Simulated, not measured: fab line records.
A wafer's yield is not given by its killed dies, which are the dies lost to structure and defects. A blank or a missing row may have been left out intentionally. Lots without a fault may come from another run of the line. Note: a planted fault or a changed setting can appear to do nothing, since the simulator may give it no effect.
Split-lot trial + flow n5 finfet + route with 1938 steps; 7 lots, 21 wafers read

THE SPLIT ITSELF
At N5_SDB_EXPOSE_08 (exposes mask SDB), the setting dose mj was moved away from the recipe's 49.6 on 11 of the 21 wafers read, by -5.3% to +2.2%. For the rest of the wafers, this setting stayed at what the recipe calls for.

FROM THE SPLIT TO THE READING: what the file shows between them, 2 steps
- N5_SDB_PEB_09: peb time 60 s
- N5_SDB_DEVELOP_10: develop time 30 s

THE READING
cd nm, in nm, at N5_SDB_CD_MEAS_11 (target cd 50 nm). A value of 50.1 nm with a standard deviation of 1.3 nm is what fault-free wafers of this fab line usually give.

| wafer  | tool, chamber at the split | dose mj as run | against the recipe | cd nm, nm | against lot-mates on the recipe |
|--------|----------------------------|----------------|--------------------|-----------|---------------------------------|
| L075.1 | arfi scanner-01, 0         | 48.2           | -2.8%              | 46.5      | -4.2                            |
| L075.4 | arfi scanner-01, 0         | 49.6           | recipe             | 50.7      | -                               |
| L075.5 | arfi scanner-01, 0         | 48.2           | -2.8%              | 49.1      | -1.6                            |
| L076.1 | arfi scanner-01, 0         | 49.6           | recipe             | 51.1      | -                               |
| L076.2 | arfi scanner-01, 0         | 48.15          | -2.9%              | 46.8      | -4.3                            |
| L076.5 | arfi scanner-01, 0         | 48.15          | -2.9%              | 47.6      | -3.5                            |
| L081.1 | arfi scanner-03, 0         | 49.6           | recipe             | 49.5      | -                               |
| L081.2 | arfi scanner-03, 0         | 50.69          | +2.2%              | 55.6      | +6.1                            |
| L081.4 | arfi scanner-03, 0         | 50.69          | +2.2%              | 53.0      | +3.5                            |
| L085.1 | arfi scanner-01, 0         | 49.6           | recipe             | 50.1      | -                               |
| L085.4 | arfi scanner-01, 0         | 49.6           | recipe             | 51.1      | -                               |
| L085.5 | arfi scanner-01, 0         | 48.45          | -2.3%              | 47.5      | -3.1                            |
| L086.2 | arfi scanner-01, 0         | 49.6           | recipe             | 49.6      | -                               |
| L086.3 | arfi scanner-01, 0         | 47.11          | -5.0%              | 46.1      | -3.5                            |
| L086.4 | arfi scanner-01, 0         | 47.11          | -5.0%              | 44.3      | -5.3                            |
| L088.2 | arfi scanner-01, 0         | 49.6           | recipe             | 52.0      | -                               |
| L088.4 | arfi scanner-01, 0         | 49.6           | recipe             | 51.3      | -                               |
| L088.5 | arfi scanner-01, 0         | 49.6           | recipe             | 50.8      | -                               |
| L095.4 | arfi scanner-01, 0         | 49.6           | recipe             | 49.5      | -                               |
| L095.5 | arfi scanner-01, 0         | 46.96          | -5.3%              | 43.7      | -5.8                            |
| L095.6 | arfi scanner-01, 0         | 46.96          | -5.3%              | 42.2      | -7.3                            |

FIT RESULTS
A straight line over all 21 wafers: cd nm changes by +1.3 nm for each +1% of dose mj; r = +0.95; the points scatter about the line by 1.1 nm.
The same after taking each lot's own level away (the mean of its wafers on the recipe; 21 wafers): +1.25 nm for each +1%; r = +0.94; scatter 1.1 nm.
According to that fit, moving dose mj by its largest amount changes the reading by 6.6 nm.
The span of the lots' own levels, 49.50 to 51.37 nm, comes to 1.4 times the standard deviation stated above.
The two slopes agree, so the slope changes little with the lot-to-lot level.
Check: for one of the wafers moved furthest among these (-5.3%), held out of the fit, the line's prediction against its lot-mates is -6.33 nm. It came out at -5.8 nm against them.

THE FILE'S OWN FIT
cd nm changes by +1.17 nm for each +1% of dose mj, r = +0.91.
